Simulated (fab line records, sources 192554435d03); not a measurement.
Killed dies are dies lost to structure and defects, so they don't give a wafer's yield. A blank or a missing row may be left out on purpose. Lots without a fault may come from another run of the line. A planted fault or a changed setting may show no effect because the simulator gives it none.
Which tool did it? | flow n5_finfet | 11 lots, 28 wafers sampled, at 5 steps of a route of 1938

WHAT THE GAUGES READ, wafer by wafer
N5_BEOL_M4_RC_MEAS_101.
lot  | measured     | on        | DIBL_N (mV/V)  | DIBL_P (mV/V)  | IOFF_N (nA/um) | IOFF_P (nA/um) | ION_N (uA/um) | ION_P (uA/um) | SS_N (mV/dec)  | SS_P (mV/dec)  | VT_N (mV)   | VT_P (mV)
L101 | day 8 16:04  | prober-01 | 38.0 38.2 38.5 | 40.2 38.5 40.0 | 0.19 0.18 0.18 | 0.25 0.21 0.24 | 693 672 686   | 471 456 468   | 71.1 71.4 71.2 | 73.5 72.3 73.1 | 245 249 249 | -248 -251 -248
L103 | day 8 20:31  | prober-01 | 35.7 39.7 36.5 | 34.3 39.0 35.1 | 0.13 0.20 0.15 | 0.18 0.24 0.18 | 659 683 682   | 458 468 461   | 71.4 72.0 71.5 | 73.7 74.4 73.4 | 254 248 248 | -255 -250 -254
L105 | day 9 23:52  | prober-02 | 37.5 37.0 37.9 | 38.9 38.5 38.8 | 0.18 0.18 0.18 | 0.21 0.22 0.21 | 692 690 673   | 469 468 455   | 71.5 71.0 71.7 | 73.4 73.3 73.7 | 248 248 253 | -253 -251 -254
L106 | day 9 21:34  | prober-01 | 35.8 37.5 36.1 | 37.8 39.7 38.7 | 0.19 0.22 0.20 | 0.25 0.27 0.24 | 699 687 696   | 476 468 473   | 71.5 72.4 71.7 | 73.2 74.6 73.2 | 245 242 246 | -246 -249 -245
L113 | day 11 23:00 | prober-02 | 36.6 34.4      | 36.7 34.3      | 0.15 0.12      | 0.17 0.14      | 659 656       | 448 446       | 73.0 71.8      | 73.7 73.4      | 252 253     | -257 -259
L114 | day 11 21:31 | prober-02 | 37.6 37.7      | 38.1 38.0      | 0.19 0.18      | 0.24 0.22      | 685 707       | 463 475       | 72.5 72.2      | 74.2 73.9      | 250 248     | -252 -252
L115 | day 12 05:12 | prober-02 | 36.0 36.4      | 36.4 36.4      | 0.16 0.17      | 0.23 0.23      | 664 671       | 462 463       | 71.3 72.0      | 72.6 72.9      | 253 249     | -250 -248
L116 | day 12 07:26 | prober-01 | 35.4 35.7 35.4 | 34.9 35.0 34.0 | 0.14 0.15 0.13 | 0.18 0.19 0.17 | 671 667 672   | 463 456 462   | 71.5 72.1 71.3 | 72.5 72.5 73.2 | 251 251 251 | -253 -252 -254
L117 | day 12 21:51 | prober-01 | 41.1 38.7 42.3 | 37.9 36.7 40.7 | 0.23 0.17 0.27 | 0.26 0.24 0.31 | 681 688 699   | 464 470 473   | 72.8 71.3 72.5 | 73.4 73.5 74.0 | 247 252 245 | -248 -248 -246
L118 | day 12 23:22 | prober-02 | 36.7 37.9      | 37.5 38.8      | 0.18 0.19      | 0.25 0.26      | 688 673       | 472 462       | 72.1 72.6      | 73.5 74.4      | 248 247     | -245 -247
L120 | day 13 04:14 | prober-01 | 41.7 36.8      | 43.4 36.5      | 0.33 0.17      | 0.40 0.23      | 728 681       | 499 472       | 72.3 71.1      | 75.2 73.5      | 237 248     | -238 -248

WHICH TOOL RAN EACH LOT (tool, then ch and the chambers of the sampled wafers, then the start)
lot  | N5_BEOL_M0_ETCH_128                | N5_BEOL_M0_CVD_115              | N5_BEOL_M0_SPUTTER_132       | N5_BEOL_M0_ANNEAL_119
L101 | rie_diel-06 ch 1,2, day 6 06:15    | cvd_co-02 ch 0,2, day 6 07:44   | pvd_sputter-03, day 6 08:01  | rtp_anneal-02 ch 0, day 6 08:42
L103 | rie_diel-06 ch 1,2,3, day 6 20:43  | cvd_co-02 ch 0,1,2, day 6 21:50 | pvd_sputter-01, day 6 23:52  | rtp_anneal-02 ch 0, day 7 00:26
L105 | rie_diel-01 ch 0,2, day 7 10:44    | cvd_co-01 ch 0,1,2, day 7 13:53 | pvd_sputter-02, day 7 14:07  | rtp_anneal-01 ch 0, day 7 14:42
L106 | rie_diel-06 ch 0,3, day 7 16:32    | cvd_co-02 ch 0,2, day 7 18:43   | pvd_sputter-02, day 7 18:59  | rtp_anneal-02 ch 0, day 7 19:28
L113 | rie_diel-01 ch 0,2, day 9 10:34    | cvd_co-02 ch 0, day 9 12:17     | pvd_sputter-03, day 9 12:34  | rtp_anneal-02 ch 0, day 9 13:19
L114 | rie_diel-04 ch 1,2, day 9 10:36    | cvd_co-02 ch 1, day 9 12:22     | pvd_sputter-01, day 9 12:41  | rtp_anneal-01 ch 0, day 9 13:25
L115 | rie_diel-01 ch 0,1, day 9 23:14    | cvd_co-02 ch 1, day 10 00:43    | pvd_sputter-01, day 10 00:59 | rtp_anneal-01 ch 0, day 10 01:47
L116 | rie_diel-01 ch 1,3, day 10 04:38   | cvd_co-01 ch 0,1, day 10 05:40  | pvd_sputter-01, day 10 05:55 | rtp_anneal-01 ch 0, day 10 06:27
L117 | rie_diel-01 ch 0,1,3, day 10 09:11 | cvd_co-01 ch 0,2, day 10 11:05  | pvd_sputter-01, day 10 11:21 | rtp_anneal-02 ch 0, day 10 11:55
L118 | rie_diel-06 ch 1,3, day 10 21:13   | cvd_co-01 ch 2, day 10 23:26    | pvd_sputter-03, day 10 23:42 | rtp_anneal-02 ch 0, day 11 00:11
L120 | rie_diel-01 ch 2,3, day 11 00:17   | cvd_co-01 ch 0,1, day 11 01:22  | pvd_sputter-02, day 11 03:11 | rtp_anneal-01 ch 0, day 11 03:55
- N5_BEOL_M0_ETCH_128: etches SiCN in CF4/N2, target depth 12 nm, overetch 5.1 nm, time 21.4 s.
- N5_BEOL_M0_CVD_115: deposits Co from CCTBA/H2, time 120 s.
- N5_BEOL_M0_SPUTTER_132: material Cu, target thk 4 nm, time 7.37 s.
- N5_BEOL_M0_ANNEAL_119: time 90 s.

WHAT THE TOOLS THEMSELVES READ (means of the sampled wafers that have a number; where no wafer has one, the mark that the record gives instead)
N5_BEOL_M0_ETCH_128.
lot  | tool        | drypump_motor_current_A (A) | oes_product_au (a.u.) | rf_vpp_V (V) | showerhead_plenum_p_Torr (Torr) | throttle_valve_pct (%)
L101 | rie_diel-06 | 5.4                         | 0.59                  | 381.4        | 2.20                            | 15.36
L103 | rie_diel-06 | 5.7                         | 0.56                  | 382.4        | 2.19                            | 15.39
L105 | rie_diel-01 | 6.1                         | 0.65                  | 385.2        | 2.32                            | 15.15
L106 | rie_diel-06 | 6.0                         | 0.53                  | 380.3        | 2.14                            | 15.62
L113 | rie_diel-01 | 5.9                         | 0.61                  | 383.7        | 2.29                            | 15.23
L114 | rie_diel-04 | 5.5                         | 0.48                  | 382.4        | 2.22                            | 15.72
L115 | rie_diel-01 | 6.0                         | 0.55                  | 383.8        | 2.27                            | 15.45
L116 | rie_diel-01 | 5.4                         | 0.54                  | 382.2        | 2.22                            | 15.63
L117 | rie_diel-01 | 5.8                         | 0.55                  | 384.0        | 2.25                            | 15.49
L118 | rie_diel-06 | 5.8                         | 0.58                  | 384.0        | 2.26                            | 15.30
L120 | rie_diel-01 | 5.3                         | 0.58                  | 383.6        | 2.24                            | 15.49

N5_BEOL_M0_CVD_115.
lot  | tool      | run_length_s (s)
L101 | cvd_co-02 | 142.9
L103 | cvd_co-02 | 143.0
L105 | cvd_co-01 | 142.8
L106 | cvd_co-02 | 142.8
L113 | cvd_co-02 | 185.3
L114 | cvd_co-02 | 164.2
L115 | cvd_co-02 | 185.3
L116 | cvd_co-01 | 142.8
L117 | cvd_co-01 | 143.1
L118 | cvd_co-01 | 143.1
L120 | cvd_co-01 | 143.2

N5_BEOL_M0_SPUTTER_132.
lot  | tool           | throttle_valve_pct (%)
L101 | pvd_sputter-03 | 30.2
L103 | pvd_sputter-01 | 30.6
L105 | pvd_sputter-02 | 28.9
L106 | pvd_sputter-02 | 28.4
L113 | pvd_sputter-03 | 29.2
L114 | pvd_sputter-01 | 29.8
L115 | pvd_sputter-01 | 29.7
L116 | pvd_sputter-01 | 30.5
L117 | pvd_sputter-01 | 30.3
L118 | pvd_sputter-03 | 28.7
L120 | pvd_sputter-02 | 29.4

N5_BEOL_M0_ANNEAL_119.
lot  | tool          | wafer_temp_C_max
L101 | rtp_anneal-02 | 226.5
L103 | rtp_anneal-02 | 226.6
L105 | rtp_anneal-01 | 226.8
L106 | rtp_anneal-02 | 226.3
L113 | rtp_anneal-02 | 226.2
L114 | rtp_anneal-01 | 226.9
L115 | rtp_anneal-01 | 226.8
L116 | rtp_anneal-01 | 227.0
L117 | rtp_anneal-02 | 226.4
L118 | rtp_anneal-02 | 226.4
L120 | rtp_anneal-01 | 226.6

THE ANSWER, worked out from the rows above alone
Rule: what is usual is taken from the lots themselves. Put in order of their means at a reading, lots are off if they are a third of the lots or fewer, leave a main group of 4 or more, and stand apart from it by a gap of 3 or more times the standard deviation of the main group's means; of several such gaps the widest counts. A main group whose means are all the same, to the digits that the tables above print for the reading, isn't used. A lot without any number at a reading at which 4 lots or more have one is off too. The other lots that the step has rows for count as sound. The gauges are gone through in route order, then the tools' own readings, and for those a lot's mean is taken as printed above. The first step at which some lot is off is used, and at that step the reading that is off furthest; a lot without a number counts as furthest.
Off: L113, L114, L115, at N5_BEOL_M0_CVD_115 (run_length_s). The main group: mean 143.0 s, standard deviation 0.15.
A tool fits if, at that step or a process step before it, it ran every lot that is off, and no sound lot after the first of them. One fits: cvd_co-02 at N5_BEOL_M0_CVD_115. Its last sound lot is L106 (day 7 18:43), its first lot that is off L113 (day 9 12:17): a fault that began between those two fits.
The tool's own readings at N5_BEOL_M0_CVD_115 bear it out: on the lots that are off they differ by more than 5 times the standard deviation of the sound lots' means. run_length_s reads 178.3 s there against 143.0 s on the sound lots.

WHAT THE SIMULATOR HAD PUT IN
Process parameter drift: cvd_co-02, from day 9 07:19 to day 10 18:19, at N5_BEOL_M0_CVD_115. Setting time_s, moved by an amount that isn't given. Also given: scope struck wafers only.
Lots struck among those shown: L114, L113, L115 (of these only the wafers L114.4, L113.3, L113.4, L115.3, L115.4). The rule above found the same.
